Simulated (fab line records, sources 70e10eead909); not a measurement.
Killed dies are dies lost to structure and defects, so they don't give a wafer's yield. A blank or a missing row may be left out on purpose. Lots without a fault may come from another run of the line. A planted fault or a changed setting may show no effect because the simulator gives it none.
One fault seen from 3 desks | flow nand_harc | each desk has only its own numbers; what lay behind them comes last

THE DEFECT DESK
What the inspections along the route counted, lot by lot: means of the sampled wafers that have a number. A lot is out of limits, marked OUT, if its mean lies more than 4 standard deviations from the usual mean; the brackets give that distance.
Columns: A = raw_defect_count at NHARC_P_ZERO_WELL_INSPECT_43, usual 14
lot  | first seen here | A
L379 | day 2 01:31     | 12
L381 | day 2 13:35     | 14
L382 | day 2 19:28     | 10
L383 | day 3 01:24     | 14
L384 | day 3 07:45     | 13
L387 | day 4 02:09     | 8
L390 | day 4 19:30     | 17
L391 | day 5 01:45     | 10
L396 | day 6 07:35     | 16
L398 | day 6 19:44     | 15
L399 | day 7 01:40     | 19
L401 | day 7 13:48     | 20
This desk's finding: nothing out of limits on any of the 12 lots.

THE METROLOGY DESK
What the gauges read, lot by lot, whatever tool the lot ran on: means of the sampled wafers that have a number. A lot is out of limits, marked OUT, if its mean lies more than 4 standard deviations from the usual mean; the brackets give that distance.
Columns: A = cd_nm at NHARC_P_GATE_CD_MEAS_26, usual 120.1 nm
lot  | first seen here | A
L379 | day 5 01:19     | 119.5
L381 | day 5 08:22     | 119.7
L382 | day 5 15:46     | 119.2
L383 | day 5 16:18     | 119.6
L384 | day 6 07:08     | 119.6
L387 | day 7 00:16     | 121.1
L391 | day 7 23:50     | 127.3 (+13) OUT
L390 | day 7 23:59     | 127.3 (+13) OUT
L396 | day 9 08:04     | 120.5
L398 | day 9 17:31     | 120.5
L399 | day 10 00:29    | 119.9
L401 | day 10 06:35    | 120.5
This desk's finding: out of limits on L390, L391; first on L391, day 7 23:50 (cd_nm at NHARC_P_GATE_CD_MEAS_26). In limits: L379, L381, L382, L383, L384, L387, L396, L398, L399, L401.

THE TOOL OWNER'S DESK: litho_track-06
The tool's own readings at NHARC_P_GATE_PEB_24 (peb time 65 s): means of the sampled wafers that have a number, for each lot that ran on this tool. A lot is out of limits, marked OUT, if its mean lies more than 4 standard deviations from the usual mean; the brackets give that distance.
Columns: A = heater_power_total_W at NHARC_P_GATE_PEB_24, usual 156.6 W; B = plate_temp_C at NHARC_P_GATE_PEB_24, usual 100.00 C
lot  | first seen here | A                | B
L379 | day 5 01:14     | 156.9            | 100.02
L381 | day 5 08:17     | 156.8            | 100.11
L382 | day 5 15:41     | 156.7            | 100.05
L383 | day 5 16:13     | 156.3            | 99.99
L391 | day 7 23:45     | 152.6 (-9.5) OUT | 98.18 (-14) OUT
L390 | day 7 23:55     | 152.6 (-9.5) OUT | 98.20 (-14) OUT
This desk's finding: out of limits on L390, L391; first on L391, day 7 23:45 (heater_power_total_W at NHARC_P_GATE_PEB_24). In limits: L379, L381, L382, L383.

PUT TOGETHER
The tool owner's desk could have raised an alarm at day 7 23:45, on L390, L391.
The metrology desk could have raised an alarm at day 7 23:50, on L390, L391.
The defect desk saw nothing out of limits.
The defect desk has L390, L391 on record, within its limits.
Of the lots named, all ran NHARC_P_GATE_PEB_24 on litho_track-06.

WHAT THE SIMULATOR HAD PUT IN
Process parameter drift: litho_track-06, from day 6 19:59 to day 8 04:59, at NHARC_P_GATE_PEB_24. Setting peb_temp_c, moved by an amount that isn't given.
Lots struck among those shown: L390, L391.
Hours from the fault's start to each desk's first reading out of limits: the tool owner's desk, 28; the metrology desk, 28.
